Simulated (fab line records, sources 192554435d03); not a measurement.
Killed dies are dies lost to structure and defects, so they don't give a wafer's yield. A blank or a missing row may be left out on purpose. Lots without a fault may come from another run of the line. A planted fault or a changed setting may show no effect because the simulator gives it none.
Chamber matching | flow n5_finfet | N5_BEOL_M3_ETCH_77 on rie_diel-03: 4 sister chambers
The step etches underlayer in N2/H2, target depth 6.5 nm, time 5.2 s. 22 wafers are shown with their chamber, then 11 later ones without.

WAFERS WITH THEIR CHAMBER
wafer  | chamber | drypump_motor_current_A (A) | showerhead_plenum_p_Torr (Torr) | oes_product_au (a.u.)
L079.2 | 2       | 6.0                         | 2.61                            | 0.83
L079.4 | 3       | 4.8                         | 2.64                            | 0.62
L079.5 | 1       | 5.4                         | 2.51                            | 0.66
L082.1 | 3       | 4.8                         | 2.64                            | 0.61
L082.3 | 0       | 5.9                         | 2.50                            | 0.80
L082.4 | 1       | 5.3                         | 2.51                            | 0.65
L083.3 | 3       | 4.9                         | 2.64                            | 0.62
L083.5 | 3       | 4.8                         | 2.64                            | 0.62
L083.6 | 0       | 5.9                         | 2.50                            | 0.80
L086.3 | 1       | 5.4                         | 2.50                            | 0.64
L086.4 | 2       | 6.0                         | 2.61                            | 0.81
L086.6 | 0       | 5.9                         | 2.50                            | 0.79
L085.2 | 3       | 4.8                         | 2.64                            | 0.62
L085.4 | 1       | 5.3                         | 2.50                            | 0.64
L085.6 | 2       | 6.0                         | 2.61                            | 0.80
L088.2 | 1       | 5.4                         | 2.50                            | 0.64
L088.4 | 0       | 5.9                         | 2.50                            | 0.78
L088.6 | 1       | 5.3                         | 2.50                            | 0.64
L091.3 | 3       | 4.8                         | 2.63                            | 0.62
L091.4 | 0       | 5.9                         | 2.49                            | 0.79
L091.6 | 0       | 6.0                         | 2.49                            | 0.78
L092.2 | 2       | 6.0                         | 2.60                            | 0.79

SIGNATURES (means of the wafers above)
reading                  | chamber 0 | chamber 1 | chamber 2 | chamber 3 | scatter within a chamber
drypump_motor_current_A  | 5.917     | 5.350     | 6.000     | 4.817     | 0.0419
showerhead_plenum_p_Torr | 2.4967    | 2.5033    | 2.6075    | 2.6383    | 0.00486
oes_product_au           | 0.7900    | 0.6450    | 0.8075    | 0.6183    | 0.00974
Rule: a wafer's distance from a chamber is the root of the sum, over the readings, of the square of ((its reading less the chamber's mean) divided by the reading's scatter). The wafer belongs to the nearest chamber; if the next one is less than 2 further off, it can't be placed. The scatter: the root of (the sum of the squares of (reading less its chamber's mean) over the shown wafers, divided by (wafers less chambers)).

WAFERS WITHOUT THEIR CHAMBER
wafer  | drypump_motor_current_A (A) | showerhead_plenum_p_Torr (Torr) | oes_product_au (a.u.)
L092.3 | 4.8                         | 2.63                            | 0.62
L092.5 | 5.4                         | 2.50                            | 0.63
L095.1 | 5.4                         | 2.50                            | 0.63
L095.2 | 4.8                         | 2.63                            | 0.62
L095.3 | 5.9                         | 2.49                            | 0.77
L096.3 | 5.4                         | 2.50                            | 0.62
L096.5 | 4.8                         | 2.63                            | 0.60
L096.6 | 5.9                         | 2.49                            | 0.76
L097.1 | 6.0                         | 2.60                            | 0.75
L097.3 | 5.9                         | 2.49                            | 0.76
L097.4 | 4.9                         | 2.63                            | 0.60

WHICH CHAMBER EACH WENT THROUGH
wafer  | from the rows above | in truth
L092.3 | 3                   | 3
L092.5 | 1                   | 1
L095.1 | 1                   | 1
L095.2 | 3                   | 3
L095.3 | 0                   | 0
L096.3 | 1                   | 1
L096.5 | 3                   | 3
L096.6 | 0                   | 0
L097.1 | 2                   | 2
L097.3 | 0                   | 0
L097.4 | 3                   | 3
Placed correctly: 11 of 11. Can't be placed from these rows: 0. Placed wrongly: 0.
